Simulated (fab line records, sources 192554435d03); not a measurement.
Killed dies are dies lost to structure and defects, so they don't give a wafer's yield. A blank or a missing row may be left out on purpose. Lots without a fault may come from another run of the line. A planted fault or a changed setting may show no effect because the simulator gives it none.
A struck lot beside a sound one | flow n5_finfet | 33 steps out of a route of 1938
Sound: wafers L348.2, L348.4, L348.6. Struck: wafer L337.3. (L337.2, L337.5 of the same lot were not struck and are left out.) The cause comes at the end.
At each step with rows: each side's tool, then ch and its chambers, then its first start. Under that, the readings that differ: sound wafers | struck wafers | difference of the means | sigmas: that difference in standard deviations of wafers without a fault.
alike: readings whose means differ by less than 2 such deviations, and words and numbers that are the same on both sides. not compared: withheld readings, readings that some wafer has no value for, bounds like >300 that may hide the same value, and numbers for which the record gives no deviation and whose values overlap.
The two part at a step that has a row with sigmas, a row that says differs or no value, or rows on one side only. Numbers that don't overlap but have no deviation are shown without sigmas and don't part them. A reading that every wafer of one side lacks parts them only if that side has two wafers or more.

first, 9 steps without rows for these wafers: N5_MOL_CONTACT_COAG_SOFTBAKE_79 (time 60 s); N5_MOL_CONTACT_COAG_EXPOSE_81 (exposes mask VG, defocus 0 nm); N5_MOL_CONTACT_COAG_PEB_82 (peb time 60 s); N5_MOL_CONTACT_COAG_DEVELOP_83 (develop time 30 s); N5_MOL_CONTACT_COAG_DESCUM_88 (chemistry O2, time 7 s); N5_MOL_CONTACT_COAG_ETCH_89 (etches underlayer in N2/H2, target depth 13 nm, time 10.4 s); N5_MOL_CONTACT_COAG_ETCH_90 (etches SiARC in CF4, target depth 13 nm, time 21.7 s); N5_MOL_CONTACT_COAG_ALD_131 (deposits SiO2, target thk 5 nm, pulse time 1 s, co reactant pulse time 1 s); N5_MOL_CONTACT_COAG_ETCHBACK_132 (etches SiO2 in CHF3, target depth 10 nm, time 6.7 s).
N5_MOL_CONTACT_COAG_ETCH_91: etches SOC in N2/H2, target depth 60 nm, overetch 21 nm, time 101.2 s.
  sound on rie_diel-02 ch 0,2, day 11 06:30; struck on rie_diel-02 ch 1, day 8 09:53
  reading                         | sound             | struck | difference | sigmas
  rf_vpp_V (V)                    | 523.1 517.3 523.7 | 526.9  | +5.5       | +2
  showerhead_plenum_p_Torr (Torr) | 2.48 2.33 2.48    | 2.65   | +0.22      | +2
  alike: drypump_motor_current_A, oes_product_au, rf_fwd_power_W, throttle_valve_pct
  not compared: rf_hours_counter_h
then, 19 steps without rows for these wafers: N5_MOL_CONTACT_COAG_STRIP_92 (strips in N2/H2); N5_MOL_CONTACT_COAG_STRIP_93 (strips in N2/H2); N5_MOL_CONTACT_COAG_ETCHBACK_135 (etches SiO2 in CHF3, target depth 25 nm, time 16.7 s); N5_MOL_CONTACT_COAG_STRIP_118 (strips in CHF3); N5_MOL_CONTACT_COAG_VIA_ETCH_46 (etches SiO2 in C4F6/O2, target depth 46 nm, overetch 9.2 nm, time 40 s); N5_MOL_CONTACT_COAG_STRIP_96 (strips in N2/H2); N5_MOL_CONTACT_COAG_ETCH_47 (etches SiNx in CH3F/O2, stops on W, target depth 27 nm); N5_MOL_CONTACT_COAG_STRIP_119 (strips in N2/H2, time 30 s); N5_MOL_CONTACT_COAG_PRECLEAN_144 (cleans in alkaline clean, time 60 s); N5_MOL_CONTACT_COAG_SRD_145 (time 30 s); N5_MOL_CONTACT_COAG_COAT_62 (time 60 s, resist thk 60 nm); N5_MOL_CONTACT_COAG_COAT_63 (time 60 s, resist thk 10 nm); N5_MOL_CONTACT_COAG_COAT_64 (time 60 s, resist thk 10 nm); N5_MOL_CONTACT_COAG_COAT_34 (resist thk 40 nm); N5_MOL_CONTACT_COAG_EBR_36; N5_MOL_CONTACT_COAG_SOFTBAKE_35 (time 60 s); N5_MOL_CONTACT_COAG_EXPOSE_37 (exposes mask VD, defocus 0 nm); N5_MOL_CONTACT_COAG_PEB_38 (peb time 60 s); N5_MOL_CONTACT_COAG_DEVELOP_39 (develop time 30 s).
N5_MOL_CONTACT_COAG_INSPECT_42: inspects for defects (brightfield).
  sound on defect_inspect-02, day 11 07:22; struck on defect_inspect-01, day 8 10:53
  reading          | sound       | struck | difference | sigmas
  raw_defect_count | 187 122 147 | 1237   | +1085      | +20
then, 1 step without rows for these wafers: N5_MOL_CONTACT_COAG_DESCUM_45 (chemistry O2, time 7 s).
-- the record jumps here: 3 days lie between the struck wafers' starts before and after (it left off in module MOL_CONTACT_COAG and takes up again in module BEOL_M4, whose first step shown is number 1111 of the route) --
N5_BEOL_M4_RC_MEAS_101:
  sound on prober-02 ch 0, day 14 09:16; struck on prober-02 ch 0, day 11 03:58
  reading       | sound          | struck | difference | sigmas
  ION_N (uA/um) | 665 645 651    | 681    | +27        | +2
  ION_P (uA/um) | 449 443 448    | 473    | +26        | +3
  SS_P (mV/dec) | 73.4 72.2 71.7 | 74.0   | +1.6       | +2
  VT_P (mV)     | -254 -258 -260 | -246   | +11        | +3
  alike: DIBL_N, DIBL_P, IOFF_N, IOFF_P, SS_N, VT_N
-- the record jumps here: 5 days lie between the struck wafers' starts before and after (it left off in module BEOL_M4 and takes up again in module PASSIVATION, whose first step shown is number 1936 of the route) --
N5_PASSIVATION_PROBE_49:
  the record has rows for the struck wafers here (prober-01, day 15 20:04) and none for the sound ones

WHERE THEY PART
First at N5_MOL_CONTACT_COAG_ETCH_91; last, within this record, at N5_PASSIVATION_PROBE_49.

WHY: what the simulator had put in
Chamber particle source: rie_diel-02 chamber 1, from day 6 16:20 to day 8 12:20, at N5_MOL_CONTACT_COAG_ETCH_91. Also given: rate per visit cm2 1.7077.
